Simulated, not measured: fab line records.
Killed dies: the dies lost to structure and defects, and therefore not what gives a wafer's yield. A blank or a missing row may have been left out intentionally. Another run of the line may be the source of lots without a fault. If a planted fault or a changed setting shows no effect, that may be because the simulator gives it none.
Chamber matching :: flow n5Finfet :: 4 sister chambers for N5_BEOL_M1_STRIP_66 on rieDiel-02
The step strips in CF4. 16 wafers are shown with their chamber, then 8 later ones without.

WAFERS PAIRED WITH THEIR CHAMBERS
wafer: L077.1
chamber: 1
throttleValvePct (%): 13.9
showerheadPlenumPTorr (Torr): 1.70
oesProductAu (a.u.): 0.70

wafer: L077.5
chamber: 1
throttleValvePct (%): 13.9
showerheadPlenumPTorr (Torr): 1.70
oesProductAu (a.u.): 0.71

wafer: L077.6
chamber: 0
throttleValvePct (%): 13.2
showerheadPlenumPTorr (Torr): 1.75
oesProductAu (a.u.): 0.95

wafer: L078.1
chamber: 1
throttleValvePct (%): 13.9
showerheadPlenumPTorr (Torr): 1.70
oesProductAu (a.u.): 0.70

wafer: L078.3
chamber: 0
throttleValvePct (%): 13.2
showerheadPlenumPTorr (Torr): 1.75
oesProductAu (a.u.): 0.94

wafer: L078.6
chamber: 0
throttleValvePct (%): 13.2
showerheadPlenumPTorr (Torr): 1.75
oesProductAu (a.u.): 0.93

wafer: L080.3
chamber: 1
throttleValvePct (%): 13.9
showerheadPlenumPTorr (Torr): 1.70
oesProductAu (a.u.): 0.70

wafer: L080.4
chamber: 1
throttleValvePct (%): 13.9
showerheadPlenumPTorr (Torr): 1.70
oesProductAu (a.u.): 0.70

wafer: L080.5
chamber: 0
throttleValvePct (%): 13.2
showerheadPlenumPTorr (Torr): 1.75
oesProductAu (a.u.): 0.93

wafer: L084.2
chamber: 3
throttleValvePct (%): 13.7
showerheadPlenumPTorr (Torr): 1.71
oesProductAu (a.u.): 0.67

wafer: L084.4
chamber: 2
throttleValvePct (%): 13.5
showerheadPlenumPTorr (Torr): 1.77
oesProductAu (a.u.): 0.96

wafer: L084.6
chamber: 1
throttleValvePct (%): 13.9
showerheadPlenumPTorr (Torr): 1.70
oesProductAu (a.u.): 0.70

wafer: L091.2
chamber: 2
throttleValvePct (%): 13.5
showerheadPlenumPTorr (Torr): 1.76
oesProductAu (a.u.): 0.91

wafer: L091.4
chamber: 2
throttleValvePct (%): 13.5
showerheadPlenumPTorr (Torr): 1.76
oesProductAu (a.u.): 0.91

wafer: L091.6
chamber: 0
throttleValvePct (%): 13.3
showerheadPlenumPTorr (Torr): 1.74
oesProductAu (a.u.): 0.87

wafer: L094.2
chamber: 0
throttleValvePct (%): 13.3
showerheadPlenumPTorr (Torr): 1.74
oesProductAu (a.u.): 0.87

SIGNATURES (means of the wafers above)
reading: throttleValvePct
chamber 0: 13.233
chamber 1: 13.900
chamber 2: 13.500
chamber 3: 13.700
scatter within a chamber: 0.0333

reading: showerheadPlenumPTorr
chamber 0: 1.7467
chamber 1: 1.7000
chamber 2: 1.7633
chamber 3: 1.7100
scatter within a chamber: 0.00408

reading: oesProductAu
chamber 0: 0.9150
chamber 1: 0.7017
chamber 2: 0.9267
chamber 3: 0.6700
scatter within a chamber: 0.026
Rule: a wafer's distance from a chamber is the root of the sum, over the readings, of the square of ((its reading less the chamber's mean) divided by the reading's scatter). The wafer belongs to the nearest chamber; if the next one is less than 2 further off, it can't be placed. How the scatter is found: for the shown wafers, subtract from each reading the mean of its chamber, square and add these, divide the total by (wafers less chambers), then take the root.

WAFERS MISSING THEIR CHAMBER
wafer: L094.3
throttleValvePct (%): 13.5
showerheadPlenumPTorr (Torr): 1.76
oesProductAu (a.u.): 0.91

wafer: L094.6
throttleValvePct (%): 13.5
showerheadPlenumPTorr (Torr): 1.76
oesProductAu (a.u.): 0.91

wafer: L096.1
throttleValvePct (%): 13.8
showerheadPlenumPTorr (Torr): 1.70
oesProductAu (a.u.): 0.67

wafer: L096.3
throttleValvePct (%): 13.3
showerheadPlenumPTorr (Torr): 1.74
oesProductAu (a.u.): 0.87

wafer: L096.5
throttleValvePct (%): 13.8
showerheadPlenumPTorr (Torr): 1.70
oesProductAu (a.u.): 0.67

wafer: L097.1
throttleValvePct (%): 13.6
showerheadPlenumPTorr (Torr): 1.76
oesProductAu (a.u.): 0.90

wafer: L097.2
throttleValvePct (%): 13.3
showerheadPlenumPTorr (Torr): 1.74
oesProductAu (a.u.): 0.86

wafer: L097.3
throttleValvePct (%): 13.9
showerheadPlenumPTorr (Torr): 1.69
oesProductAu (a.u.): 0.68

WHICH CHAMBER EACH ONE RAN IN
wafer: L094.3
from the rows above: 2
in truth: 2

wafer: L094.6
from the rows above: 2
in truth: 2

wafer: L096.1
from the rows above: can't be placed: 1 or 3
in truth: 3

wafer: L096.3
from the rows above: 0
in truth: 0

wafer: L096.5
from the rows above: can't be placed: 1 or 3
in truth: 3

wafer: L097.1
from the rows above: 2
in truth: 2

wafer: L097.2
from the rows above: 0
in truth: 0

wafer: L097.3
from the rows above: 1
in truth: 1
Placed correctly: 6 of 8. Can't be placed from these rows: 2 (the true chamber is among the candidates in 2). Wrongly placed: 0.
